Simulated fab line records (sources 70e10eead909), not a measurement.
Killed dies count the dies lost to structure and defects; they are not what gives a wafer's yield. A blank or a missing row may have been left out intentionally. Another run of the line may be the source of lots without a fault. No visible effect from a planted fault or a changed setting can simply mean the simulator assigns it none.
Struck lot and sound lot, side by side ; flow nandHarc ; 25 out of 1302 route steps
Sound: wafers L716.1, L716.3, L716.5. Struck: wafer L729.4 (left out: L729.1, L729.2 of the same lot, which were not struck); the cause appears at the end.
Each step with rows lists, per side, the tool, then ch with its chambers, then its first start. Under that, the readings that differ: sound wafers ; struck wafers ; difference of the means ; sigmas: that difference in standard deviations of wafers without a fault.
alike: readings whose means differ by less than 2 such deviations, and words and numbers that are the same on both sides. not compared: withheld readings, readings that some wafer has no value for, bounds like >300 that may hide the same value, and numbers for which the record gives no deviation and whose values overlap.
The two part at a step that has a row with sigmas, a row that says differs or no value, or rows on one side only. Non-overlapping numbers with no deviation appear without sigmas and do not part them. A reading that every wafer of one side lacks parts them only if that side has two wafers or more.

first, 5 steps without rows for these wafers: NHARC_P_GATE_PRECLEAN_71 (cleans in SC1); NHARC_P_GATE_SRD_72; NHARC_P_GATE_OXIDE_16 (material SiO2, target thk 3 nm, ox time 392 s); NHARC_P_GATE_CVD_17 (deposits poly-Si, target thk 150 nm, time 900 s); NHARC_P_GATE_HM_DEP_102 (deposits aC, target thk 120 nm).
NHARC_P_GATE_DEP_103: deposits SiON, target thk 30 nm.
  sound on pecvd-02 ch 1,2, day 5 04:51; struck on pecvd-03 ch 2, day 11 05:56
reading;sound;struck;difference;sigmas
heaterPowerOuterW (W);496 510 501;340;-162;-3
heaterPowerW (W);811 770 793;616;-175;-2
then, 6 steps without rows for these wafers: NHARC_P_GATE_DEHYDRATE_18 (time 120 s); NHARC_P_GATE_HMDS_19 (time 30 s); NHARC_P_GATE_COAT_20 (resist thk 90 nm); NHARC_P_GATE_SOFTBAKE_21 (time 55 s); NHARC_P_GATE_EBR_22; NHARC_P_GATE_EXPOSE_23 (exposes mask P GATE, target cd 120 nm).
NHARC_P_GATE_PEB_24: peb time 65 s.
  sound on lithoTrack-06 ch 0, day 5 05:27; struck on lithoTrack-06 ch 0, day 11 06:30
then, 1 step without rows for these wafers: NHARC_P_GATE_DEVELOP_25 (develop time 35 s).
NHARC_P_GATE_CD_MEAS_26: the cd target is 120 nm.
  sound on cdSem-01 ch 0, day 5 05:32; struck on cdSem-02 ch 0, day 11 06:35
reading;sound;struck;difference;sigmas
cdNm (nm);120.4 118.8 119.5;114.4;-5.2;-9
NHARC_P_GATE_OVL_MEAS_27:
  sound on overlay-02 at day 5 05:37; struck on overlay-01 at day 11 06:40
  alike: overlayXNm, overlayYNm
NHARC_P_GATE_INSPECT_28:
  sound on defectInspect-01 at day 5 05:40; struck on defectInspect-01 at day 11 06:43
  alike: rawDefectCount
NHARC_P_GATE_DESCUM_31: chemistry O2, time 3 s.
  sound on rieDiel-12 ch 1,3, day 5 05:43; struck on rieDiel-04 ch 2, day 11 06:46
reading;sound;struck;difference;sigmas
rfVppV (V);56.5 55.7 56.7;59.1;+2.8;+3
showerheadPlenumPTorr (Torr);1.79 1.79 1.79;1.98;+0.19;+3
model.P_GATE.cdNm (nm);119.3 118.8 119.4;114.4;-4.8;
  alike: drypumpMotorCurrentA, mfcArSccm, oesProductAu, throttleValvePct
  not compared: rfHoursCounterH
NHARC_P_GATE_ETCH_104: etches the open film in CF4/CHF3, target depth 60 nm.
  sound on rieDiel-12 ch 0,1,2, day 5 05:49; struck on rieDiel-04 ch 0, day 11 06:51
  alike: drypumpMotorCurrentA, mfcArSccm, oesProductAu, rfVppV, showerheadPlenumPTorr, throttleValvePct
NHARC_P_GATE_HM_OPEN_105: chemistry O2/COS, target depth 360 nm.
  sound: rieDiel-12 ch 0,1,3; struck: rieDiel-04 ch 3
  alike: drypumpMotorCurrentA, mfcArSccm, oesProductAu, rfVppV, showerheadPlenumPTorr, throttleValvePct
  not compared: rfHoursCounterH
then, 1 step without rows for these wafers: NHARC_P_GATE_STRIP_106 (strips in O2/COS).
NHARC_P_GATE_ETCH_114: etches the open film in CF4/O2, target depth 30 nm, overetch 3 nm, time 16.5 s.
  sound: rieDiel-12 ch 0,1,3; struck: rieDiel-04 ch 3
  alike: drypumpMotorCurrentA, mfcArSccm, oesProductAu, rfVppV, showerheadPlenumPTorr, throttleValvePct
  not compared: rfHoursCounterH
NHARC_P_GATE_ETCH_32: etches the open film in HBr/Cl2, target depth 150 nm, time 100.1 s.
  sound on rieSi-01 ch 0,3, day 5 06:11; struck on rieSi-04 ch 0, day 11 07:14
reading;sound;struck;difference;sigmas
model.P_GATE.cdNm (nm);120 120.7 119.9;118.1;-2.1;
  alike: drypumpMotorCurrentA, oesProductAu, throttleValvePct
  not compared: rfHoursCounterH
NHARC_P_GATE_STRIP_108: strips in O2.
  sound on rieDiel-12 ch 0,1,3, day 5 06:22; struck on rieDiel-09 ch 2, day 11 07:23
reading;sound;struck;difference;sigmas
mfcArSccm (sccm);0.003 0 0;0.021;+0.020;+2
throttleValvePct (%);17.038 17.037 17.055;17.023;-0.020;-2
  alike: drypumpMotorCurrentA, oesProductAu, rfVppV, showerheadPlenumPTorr
  not compared: rfHoursCounterH
-- break in the record here, with 20 days between the starts of the struck wafers on either side (left off in module P_GATE, picked up again in module END, where the first step shown is number 1302 on the route) --
NHARC_END_SORT_01:
  here the record holds rows for the struck wafers (prober-02 ch 0, day 30 20:54) but none for the sound ones

== WHERE THEY PART ==
At NHARC_P_GATE_DEP_103 first; at NHARC_END_SORT_01 last (within this record only).

WHY: what had been put in by the simulator
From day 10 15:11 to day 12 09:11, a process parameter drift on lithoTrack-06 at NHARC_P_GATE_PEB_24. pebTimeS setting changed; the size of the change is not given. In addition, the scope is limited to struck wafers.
